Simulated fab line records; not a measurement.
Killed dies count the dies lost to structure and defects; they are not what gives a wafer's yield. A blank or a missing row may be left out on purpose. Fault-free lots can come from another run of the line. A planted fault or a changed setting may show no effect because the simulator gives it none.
Which tool was responsible? || flow nandHarc || Sampling: 24 lots, 72 wafers, 3 of 1159 route steps

WHAT THE GAUGES READ, wafer by wafer
NHARC_P_CONTACT_INSPECT_27.
{"lot": "L075", "measured": "day 6 03:34", "on": "defectInspect-02", "rawDefectCount": "260 332 309"}
{"lot": "L074", "measured": "day 6 04:05", "on": "defectInspect-01", "rawDefectCount": "220 186 259"}
{"lot": "L077", "measured": "day 6 07:28", "on": "defectInspect-02", "rawDefectCount": "197 199 302"}
{"lot": "L076", "measured": "day 6 12:10", "on": "defectInspect-01", "rawDefectCount": "161 188 140"}
{"lot": "L078", "measured": "day 6 18:12", "on": "defectInspect-01", "rawDefectCount": "330 532 294"}
{"lot": "L079", "measured": "day 6 18:45", "on": "defectInspect-02", "rawDefectCount": "324 286 472"}
{"lot": "L082", "measured": "day 7 16:27", "on": "defectInspect-01", "rawDefectCount": "286 436 516"}
{"lot": "L081", "measured": "day 7 16:59", "on": "defectInspect-01", "rawDefectCount": "290 180 204"}
{"lot": "L080", "measured": "day 7 17:32", "on": "defectInspect-02", "rawDefectCount": "151 180 113"}
{"lot": "L083", "measured": "day 8 01:43", "on": "defectInspect-01", "rawDefectCount": "444 324 393"}
{"lot": "L084", "measured": "day 8 10:14", "on": "defectInspect-01", "rawDefectCount": "205 555 396"}
{"lot": "L086", "measured": "day 8 21:51", "on": "defectInspect-01", "rawDefectCount": "400 250 333"}
{"lot": "L085", "measured": "day 8 22:22", "on": "defectInspect-01", "rawDefectCount": "257 339 481"}
{"lot": "L089", "measured": "day 9 00:38", "on": "defectInspect-01", "rawDefectCount": "291 220 305"}
{"lot": "L088", "measured": "day 9 09:23", "on": "defectInspect-01", "rawDefectCount": "186 238 127"}
{"lot": "L087", "measured": "day 9 03:22", "on": "defectInspect-01", "rawDefectCount": "130 147 249"}
{"lot": "L090", "measured": "day 10 01:01", "on": "defectInspect-02", "rawDefectCount": "348 375 369"}
{"lot": "L091", "measured": "day 10 01:34", "on": "defectInspect-01", "rawDefectCount": "210 226 317"}
{"lot": "L092", "measured": "day 10 06:58", "on": "defectInspect-02", "rawDefectCount": "334 472 388"}
{"lot": "L094", "measured": "day 10 13:56", "on": "defectInspect-01", "rawDefectCount": "215 262 275"}
{"lot": "L093", "measured": "day 10 12:11", "on": "defectInspect-02", "rawDefectCount": "145 192 318"}
{"lot": "L095", "measured": "day 10 23:07", "on": "defectInspect-01", "rawDefectCount": "337 260 349"}
{"lot": "L096", "measured": "day 11 03:57", "on": "defectInspect-01", "rawDefectCount": "317 435 526"}
{"lot": "L097", "measured": "day 11 12:26", "on": "defectInspect-01", "rawDefectCount": "204 375 370"}

EACH LOT AND THE TOOL THAT RAN IT (in order: tool; ch and the chambers of the sampled wafers; start)
{"lot": "L075", "NHARC_P_GATE_HM_OPEN_105": "rieDiel-13 ch 0,1,3, day 5 17:31 or earlier", "NHARC_P_CONTACT_DEGAS_38": "pvdSputter-03, day 5 17:31"}
{"lot": "L074", "NHARC_P_GATE_HM_OPEN_105": "rieDiel-03 ch 1,2,3, day 5 18:21 or earlier", "NHARC_P_CONTACT_DEGAS_38": "pvdSputter-01, day 5 18:21"}
{"lot": "L077", "NHARC_P_GATE_HM_OPEN_105": "rieDiel-03 ch 0,1,3, day 6 05:46 or earlier", "NHARC_P_CONTACT_DEGAS_38": "pvdSputter-02, day 6 05:46"}
{"lot": "L076", "NHARC_P_GATE_HM_OPEN_105": "rieDiel-03 ch 0,1,3, day 6 06:26 or earlier", "NHARC_P_CONTACT_DEGAS_38": "pvdSputter-01, day 6 06:26"}
{"lot": "L078", "NHARC_P_GATE_HM_OPEN_105": "rieDiel-03 ch 0,2,3, day 6 16:34 or earlier", "NHARC_P_CONTACT_DEGAS_38": "pvdSputter-01, day 6 16:34"}
{"lot": "L079", "NHARC_P_GATE_HM_OPEN_105": "rieDiel-03 ch 1,2, day 6 17:13 or earlier", "NHARC_P_CONTACT_DEGAS_38": "pvdSputter-02, day 6 17:13"}
{"lot": "L082", "NHARC_P_GATE_HM_OPEN_105": "rieDiel-03 ch 0,2,3, day 7 11:42 or earlier", "NHARC_P_CONTACT_DEGAS_38": "pvdSputter-02, day 7 11:42"}
{"lot": "L081", "NHARC_P_GATE_HM_OPEN_105": "rieDiel-13 ch 0,1,2, day 7 12:29 or earlier", "NHARC_P_CONTACT_DEGAS_38": "pvdSputter-01, day 7 12:29"}
{"lot": "L080", "NHARC_P_GATE_HM_OPEN_105": "rieDiel-03 ch 0,1,3, day 7 12:33 or earlier", "NHARC_P_CONTACT_DEGAS_38": "pvdSputter-02, day 7 12:33"}
{"lot": "L083", "NHARC_P_GATE_HM_OPEN_105": "rieDiel-13 ch 0,2,3, day 7 19:58 or earlier", "NHARC_P_CONTACT_DEGAS_38": "pvdSputter-03, day 7 19:58"}
{"lot": "L084", "NHARC_P_GATE_HM_OPEN_105": "rieDiel-13 ch 0,2,3, day 8 07:05 or earlier", "NHARC_P_CONTACT_DEGAS_38": "pvdSputter-03, day 8 07:05"}
{"lot": "L086", "NHARC_P_GATE_HM_OPEN_105": "rieDiel-13 ch 0,2,3, day 8 18:49 or earlier", "NHARC_P_CONTACT_DEGAS_38": "pvdSputter-01, day 8 18:49"}
{"lot": "L085", "NHARC_P_GATE_HM_OPEN_105": "rieDiel-03 ch 0,1,2, day 8 19:23 or earlier", "NHARC_P_CONTACT_DEGAS_38": "pvdSputter-03, day 8 19:23"}
{"lot": "L089", "NHARC_P_GATE_HM_OPEN_105": "rieDiel-13 ch 2,3, day 8 23:09 or earlier", "NHARC_P_CONTACT_DEGAS_38": "pvdSputter-02, day 8 23:09"}
{"lot": "L088", "NHARC_P_GATE_HM_OPEN_105": "rieDiel-03 ch 0,1,2, day 9 05:40 or earlier", "NHARC_P_CONTACT_DEGAS_38": "pvdSputter-03, day 9 05:40"}
{"lot": "L087", "NHARC_P_GATE_HM_OPEN_105": "rieDiel-03 ch 0,3, day 9 01:52 or earlier", "NHARC_P_CONTACT_DEGAS_38": "pvdSputter-02, day 9 01:52"}
{"lot": "L090", "NHARC_P_GATE_HM_OPEN_105": "rieDiel-03 ch 0,3, day 8 18:23", "NHARC_P_CONTACT_DEGAS_38": "pvdSputter-03, day 9 19:14"}
{"lot": "L091", "NHARC_P_GATE_HM_OPEN_105": "rieDiel-13 ch 1,2,3, day 9 20:50 or earlier", "NHARC_P_CONTACT_DEGAS_38": "pvdSputter-02, day 9 20:50"}
{"lot": "L092", "NHARC_P_GATE_HM_OPEN_105": "rieDiel-13 ch 0,3, day 10 05:02 or earlier", "NHARC_P_CONTACT_DEGAS_38": "pvdSputter-03, day 10 05:02"}
{"lot": "L094", "NHARC_P_GATE_HM_OPEN_105": "rieDiel-13 ch 0,2,3, day 10 12:26 or earlier", "NHARC_P_CONTACT_DEGAS_38": "pvdSputter-03, day 10 12:26"}
{"lot": "L093", "NHARC_P_GATE_HM_OPEN_105": "rieDiel-13 ch 0,1,2, day 10 10:41 or earlier", "NHARC_P_CONTACT_DEGAS_38": "pvdSputter-02, day 10 10:41"}
{"lot": "L095", "NHARC_P_GATE_HM_OPEN_105": "rieDiel-13 ch 0,1,3, day 10 21:36 or earlier", "NHARC_P_CONTACT_DEGAS_38": "pvdSputter-01, day 10 21:36"}
{"lot": "L096", "NHARC_P_GATE_HM_OPEN_105": "rieDiel-05 ch 0,1,2, day 10 22:05 or earlier", "NHARC_P_CONTACT_DEGAS_38": "pvdSputter-02, day 10 22:05"}
{"lot": "L097", "NHARC_P_GATE_HM_OPEN_105": "rieDiel-05 ch 0,3, day 11 10:57 or earlier", "NHARC_P_CONTACT_DEGAS_38": "pvdSputter-03, day 11 10:57"}
- NHARC_P_GATE_HM_OPEN_105: chemistry O2/COS, target depth 360 nm.
- NHARC_P_CONTACT_DEGAS_38: time 60 s.

WHAT THE TOOLS THEMSELVES READ (means of the sampled wafers that have a number; where no wafer has one, the mark that the record gives instead)
NHARC_P_GATE_HM_OPEN_105.
{"lot": "L075", "tool": "rieDiel-13", "drypumpMotorCurrentA (A)": 5.8, "oesProductAu (a.u.)": 0.991, "rfVppV (V)": 464, "showerheadPlenumPTorr (Torr)": 3.01, "throttleValvePct (%)": 28.328}
{"lot": "L074", "tool": "rieDiel-03", "drypumpMotorCurrentA (A)": 5.8, "oesProductAu (a.u.)": 1.002, "rfVppV (V)": 466, "showerheadPlenumPTorr (Torr)": 3.07, "throttleValvePct (%)": 28.328}
{"lot": "L077", "tool": "rieDiel-03", "drypumpMotorCurrentA (A)": 5.7, "oesProductAu (a.u.)": 1.002, "rfVppV (V)": 465, "showerheadPlenumPTorr (Torr)": 3.00, "throttleValvePct (%)": 28.345}
{"lot": "L076", "tool": "rieDiel-03", "drypumpMotorCurrentA (A)": 5.7, "oesProductAu (a.u.)": 1.004, "rfVppV (V)": 464, "showerheadPlenumPTorr (Torr)": 3.00, "throttleValvePct (%)": 28.336}
{"lot": "L078", "tool": "rieDiel-03", "drypumpMotorCurrentA (A)": 5.5, "oesProductAu (a.u.)": 0.998, "rfVppV (V)": 467, "showerheadPlenumPTorr (Torr)": 3.13, "throttleValvePct (%)": 28.332}
{"lot": "L079", "tool": "rieDiel-03", "drypumpMotorCurrentA (A)": 5.9, "oesProductAu (a.u.)": 0.996, "rfVppV (V)": 469, "showerheadPlenumPTorr (Torr)": 3.19, "throttleValvePct (%)": 28.322}
{"lot": "L082", "tool": "rieDiel-03", "drypumpMotorCurrentA (A)": 5.5, "oesProductAu (a.u.)": 1.001, "rfVppV (V)": 468, "showerheadPlenumPTorr (Torr)": 3.13, "throttleValvePct (%)": 28.333}
{"lot": "L081", "tool": "rieDiel-13", "drypumpMotorCurrentA (A)": 5.6, "oesProductAu (a.u.)": 1.004, "rfVppV (V)": 467, "showerheadPlenumPTorr (Torr)": 3.12, "throttleValvePct (%)": 28.336}
{"lot": "L080", "tool": "rieDiel-03", "drypumpMotorCurrentA (A)": 5.8, "oesProductAu (a.u.)": 1.001, "rfVppV (V)": 465, "showerheadPlenumPTorr (Torr)": 3.00, "throttleValvePct (%)": 28.332}
{"lot": "L083", "tool": "rieDiel-13", "drypumpMotorCurrentA (A)": 5.7, "oesProductAu (a.u.)": 0.990, "rfVppV (V)": 468, "showerheadPlenumPTorr (Torr)": 3.11, "throttleValvePct (%)": 28.338}
{"lot": "L084", "tool": "rieDiel-13", "drypumpMotorCurrentA (A)": 5.7, "oesProductAu (a.u.)": 0.995, "rfVppV (V)": 467, "showerheadPlenumPTorr (Torr)": 3.11, "throttleValvePct (%)": 28.326}
{"lot": "L086", "tool": "rieDiel-13", "drypumpMotorCurrentA (A)": 5.7, "oesProductAu (a.u.)": 0.993, "rfVppV (V)": 468, "showerheadPlenumPTorr (Torr)": 3.10, "throttleValvePct (%)": 28.320}
{"lot": "L085", "tool": "rieDiel-03", "drypumpMotorCurrentA (A)": 5.9, "oesProductAu (a.u.)": 1.000, "rfVppV (V)": 467, "showerheadPlenumPTorr (Torr)": 3.13, "throttleValvePct (%)": 28.332}
{"lot": "L089", "tool": "rieDiel-13", "drypumpMotorCurrentA (A)": 5.8, "oesProductAu (a.u.)": 0.984, "rfVppV (V)": 466, "showerheadPlenumPTorr (Torr)": 3.03, "throttleValvePct (%)": 28.326}
{"lot": "L088", "tool": "rieDiel-03", "drypumpMotorCurrentA (A)": 5.9, "oesProductAu (a.u.)": 0.998, "rfVppV (V)": 467, "showerheadPlenumPTorr (Torr)": 3.13, "throttleValvePct (%)": 28.329}
{"lot": "L087", "tool": "rieDiel-03", "drypumpMotorCurrentA (A)": 5.5, "oesProductAu (a.u.)": 1.002, "rfVppV (V)": 467, "showerheadPlenumPTorr (Torr)": 3.06, "throttleValvePct (%)": 28.329}
{"lot": "L090", "tool": "rieDiel-03", "drypumpMotorCurrentA (A)": 5.3, "oesProductAu (a.u.)": 0.995, "rfVppV (V)": 465, "showerheadPlenumPTorr (Torr)": 2.99, "throttleValvePct (%)": 28.331}
{"lot": "L091", "tool": "rieDiel-13", "drypumpMotorCurrentA (A)": 5.7, "oesProductAu (a.u.)": 0.988, "rfVppV (V)": 465, "showerheadPlenumPTorr (Torr)": 3.03, "throttleValvePct (%)": 28.323}
{"lot": "L092", "tool": "rieDiel-13", "drypumpMotorCurrentA (A)": 5.9, "oesProductAu (a.u.)": 0.987, "rfVppV (V)": 465, "showerheadPlenumPTorr (Torr)": 2.99, "throttleValvePct (%)": 28.331}
{"lot": "L094", "tool": "rieDiel-13", "drypumpMotorCurrentA (A)": 5.7, "oesProductAu (a.u.)": 0.996, "rfVppV (V)": 467, "showerheadPlenumPTorr (Torr)": 3.10, "throttleValvePct (%)": 28.334}
{"lot": "L093", "tool": "rieDiel-13", "drypumpMotorCurrentA (A)": 5.6, "oesProductAu (a.u.)": 0.993, "rfVppV (V)": 467, "showerheadPlenumPTorr (Torr)": 3.10, "throttleValvePct (%)": 28.325}
{"lot": "L095", "tool": "rieDiel-13", "drypumpMotorCurrentA (A)": 5.8, "oesProductAu (a.u.)": 0.987, "rfVppV (V)": 464, "showerheadPlenumPTorr (Torr)": 2.99, "throttleValvePct (%)": 28.338}
{"lot": "L096", "tool": "rieDiel-05", "drypumpMotorCurrentA (A)": 5.9, "oesProductAu (a.u.)": 0.990, "rfVppV (V)": 467, "showerheadPlenumPTorr (Torr)": 3.11, "throttleValvePct (%)": 28.334}
{"lot": "L097", "tool": "rieDiel-05", "drypumpMotorCurrentA (A)": 6.0, "oesProductAu (a.u.)": 0.993, "rfVppV (V)": 467, "showerheadPlenumPTorr (Torr)": 3.16, "throttleValvePct (%)": 28.336}

NHARC_P_CONTACT_DEGAS_38.
{"lot": "L075", "tool": "pvdSputter-03", "heaterPowerW (W)": 489}
{"lot": "L074", "tool": "pvdSputter-01", "heaterPowerW (W)": 454}
{"lot": "L077", "tool": "pvdSputter-02", "heaterPowerW (W)": 412}
{"lot": "L076", "tool": "pvdSputter-01", "heaterPowerW (W)": 457}
{"lot": "L078", "tool": "pvdSputter-01", "heaterPowerW (W)": 458}
{"lot": "L079", "tool": "pvdSputter-02", "heaterPowerW (W)": 396}
{"lot": "L082", "tool": "pvdSputter-02", "heaterPowerW (W)": 458}
{"lot": "L081", "tool": "pvdSputter-01", "heaterPowerW (W)": 463}
{"lot": "L080", "tool": "pvdSputter-02", "heaterPowerW (W)": 423}
{"lot": "L083", "tool": "pvdSputter-03", "heaterPowerW (W)": 470}
{"lot": "L084", "tool": "pvdSputter-03", "heaterPowerW (W)": 484}
{"lot": "L086", "tool": "pvdSputter-01", "heaterPowerW (W)": 451}
{"lot": "L085", "tool": "pvdSputter-03", "heaterPowerW (W)": 477}
{"lot": "L089", "tool": "pvdSputter-02", "heaterPowerW (W)": 417}
{"lot": "L088", "tool": "pvdSputter-03", "heaterPowerW (W)": 481}
{"lot": "L087", "tool": "pvdSputter-02", "heaterPowerW (W)": 447}
{"lot": "L090", "tool": "pvdSputter-03", "heaterPowerW (W)": 464}
{"lot": "L091", "tool": "pvdSputter-02", "heaterPowerW (W)": 413}
{"lot": "L092", "tool": "pvdSputter-03", "heaterPowerW (W)": 491}
{"lot": "L094", "tool": "pvdSputter-03", "heaterPowerW (W)": 498}
{"lot": "L093", "tool": "pvdSputter-02", "heaterPowerW (W)": 450}
{"lot": "L095", "tool": "pvdSputter-01", "heaterPowerW (W)": 431}
{"lot": "L096", "tool": "pvdSputter-02", "heaterPowerW (W)": 404}
{"lot": "L097", "tool": "pvdSputter-03", "heaterPowerW (W)": 454}

THE ANSWER, worked out from the rows above alone
Rule: the lots themselves supply what counts as usual. Put in order of their means at a reading, lots are off if they are a third of the lots or fewer, leave a main group of 4 or more, and stand apart from it by a gap of 3 or more times the standard deviation of the main group's means; of several such gaps the widest counts. A main group is skipped when, at the precision printed for the reading in the tables above, its means are all equal. Also off: a lot with no number at a reading for which 4 or more lots have one. Any other lot the step has rows for is counted as sound. Order of review: gauges by route order, followed by the tools' own readings, for which a lot's mean as printed above is used. The first step at which some lot is off is used, and at that step the reading that is off furthest; a lot without a number counts as furthest.
Across all readings shown, no lot is off: no conclusion can be drawn from this.

WHAT WAS PUT IN BY THE SIMULATOR
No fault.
